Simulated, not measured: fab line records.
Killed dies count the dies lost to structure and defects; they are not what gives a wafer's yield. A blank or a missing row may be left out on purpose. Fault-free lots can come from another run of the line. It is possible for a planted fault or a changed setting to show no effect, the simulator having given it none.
Lot-split experiment -- flow n5-finfet -- 21 wafers read from 7 lots, route of 1938 steps

== THE SPLIT ==
At N5_BEOL_M1_HM_DEP_02 (deposits TiN, target thk 20 nm), the setting target-thk-a was moved away from the recipe's 200 angstrom on 9 of the 21 wafers read, by -12.6% to +11.2%. All remaining wafers had this setting at the recipe value.

== FROM THE SPLIT TO THE READING: what the file shows between them, 10 steps ==
- N5_BEOL_M1_COAT_61: time 60 s, resist thk 60 nm (also split here: spin-rpm)
- N5_BEOL_M1_COAT_62: time 60 s, resist thk 12 nm
- N5_BEOL_M1_COAT_73: time 60 s, resist thk 5 nm
- N5_BEOL_M1_ETCH_74: etches underlayer in N2/H2, target depth 6.5 nm, time 5.2 s
- N5_BEOL_M1_ETCH_63: etches SiARC in CF4, target depth 15.6 nm, time 26 s
- N5_BEOL_M1_ETCH_64: etches SOC in N2/H2, target depth 75 nm, overetch 15 nm, time 112.5 s
- N5_BEOL_M1_STRIP_65: strips in N2/H2
- N5_BEOL_M1_STRIP_75: strips in N2/H2
- N5_BEOL_M1_STRIP_66: strips in CF4
- N5_BEOL_M1_HM_OPEN_17: chemistry Cl2/BCl3, target TiN, target depth 20 nm, overetch 6 nm

== THE READING ==
TiN_of_BEOL_M1_HM_DEP_02.thk-nm (the simulator's own value, which no gauge read), in nm, at N5_BEOL_M1_TRENCH_ETCH_37 (etches SiOC in C4F6/O2, target depth 55.207 nm, time 29 s). No usual value for it is given in the file. Here, 12 wafers ran the recipe; their average is 17.8 nm with a standard deviation of 0.33 nm.

wafer,"tool, chamber at the split","target-thk-a as run, angstrom",against the recipe,"TiN_of_BEOL_M1_HM_DEP_02.thk-nm, nm",against lot-mates on the recipe
L076.1,"pvd-sputter-01, -",200,recipe,18.2,-
L076.3,"pvd-sputter-01, -",222.4,+11.2%,20.2,+2.0
L076.6,"pvd-sputter-01, -",222.4,+11.2%,20.4,+2.2
L077.1,"pvd-sputter-03, -",221.9,+10.9%,19.4,+1.6
L077.2,"pvd-sputter-03, -",200,recipe,17.8,-
L077.6,"pvd-sputter-03, -",200,recipe,17.8,-
L081.1,"pvd-sputter-02, -",200,recipe,17.8,-
L081.2,"pvd-sputter-02, -",200,recipe,18,-
L081.3,"pvd-sputter-02, -",200,recipe,17.2,-
L084.2,"pvd-sputter-03, -",216.7,+8.3%,19.2,+1.4
L084.4,"pvd-sputter-03, -",200,recipe,18,-
L084.6,"pvd-sputter-03, -",200,recipe,17.6,-
L085.1,"pvd-sputter-03, -",200,recipe,17.6,-
L085.2,"pvd-sputter-03, -",200,recipe,17.8,-
L085.5,"pvd-sputter-03, -",211.6,+5.8%,18.8,+1.1
L088.1,"pvd-sputter-01, -",184.2,-7.9%,16,-1.6
L088.5,"pvd-sputter-01, -",184.2,-7.9%,15.8,-1.8
L088.6,"pvd-sputter-01, -",200,recipe,17.6,-
L094.1,"pvd-sputter-02, -",200,recipe,18.6,-
L094.3,"pvd-sputter-02, -",174.8,-12.6%,15.8,-2.8
L094.6,"pvd-sputter-02, -",174.8,-12.6%,15.8,-2.8

THE FIT
A straight line over all 21 wafers: TiN_of_BEOL_M1_HM_DEP_02.thk-nm changes by +0.187 nm for each +1% of target-thk-a; r = +0.96; the points scatter about the line by 0.37 nm.
The same after taking each lot's own level away (the mean of its wafers on the recipe; 21 wafers): +0.197 nm for each +1%; r = +0.99; scatter 0.22 nm.
According to that fit, moving target-thk-a by its largest amount changes the reading by 2.5 nm.
From 17.60 to 18.60 nm: that is the span of the lots' own levels, equal to 3.0 times the standard deviation above.
Hence the lot-to-lot level has little effect on the slope; both slopes agree.
Check: with one of the wafers moved furthest among these (-12.6%) left out of the fit, the line predicts -2.51 nm for it against its lot-mates. It came out at -2.8 nm against them.

== ADDITIONAL SPLITS CARRIED BY THESE WAFERS ==
These wafers also went through other splits before the reading. Each is held against what the fit with the lots' levels taken away leaves over:
other split on the same wafers,wafers away from the commonest value,r with TiN_of_BEOL_M1_HM_DEP_02.thk-nm (lot level and that fit taken away)
N5_MOL_CONTACT_COAG_COAT_77 spin-rpm,10,+0.14
N5_MOL_CONTACT_COAG_ALD_133 ald-cycles,5,-0.10
N5_BEOL_M0_CUTY_DESCUM_61 time-s,7,+0.12
N5_BEOL_M1_COAT_61 spin-rpm,6,+0.21

== THE WHOLE CHAIN: every reading that the file lists as answering this split, in the file's order ==
step,what it does,reading,change (the file's fit),r (the file's)
N5_BEOL_M1_HM_DEP_02,"deposits TiN, target thk 20 nm","TiN_of_BEOL_M1_HM_DEP_02.thk-nm (the simulator's own value, which no gauge read)",+0.199 nm for each +1% of the setting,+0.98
N5_BEOL_M1_HM_OPEN_17,"chemistry Cl2/BCl3, target TiN, target depth 20 nm, overetch 6 nm","etch.depth-nm (the simulator's own value, which no gauge read)",+0.198 nm for each +1% of the setting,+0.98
N5_BEOL_M1_TRENCH_ETCH_37,"etches SiOC in C4F6/O2, target depth 55.207 nm, time 29 s","TiN_of_BEOL_M1_HM_DEP_02.thk-nm (the simulator's own value, which no gauge read)",+0.189 nm for each +1% of the setting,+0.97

== FILE'S OWN FIT ==
TiN_of_BEOL_M1_HM_DEP_02.thk-nm changes by +0.189 nm for each +1% of target-thk-a, r = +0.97.
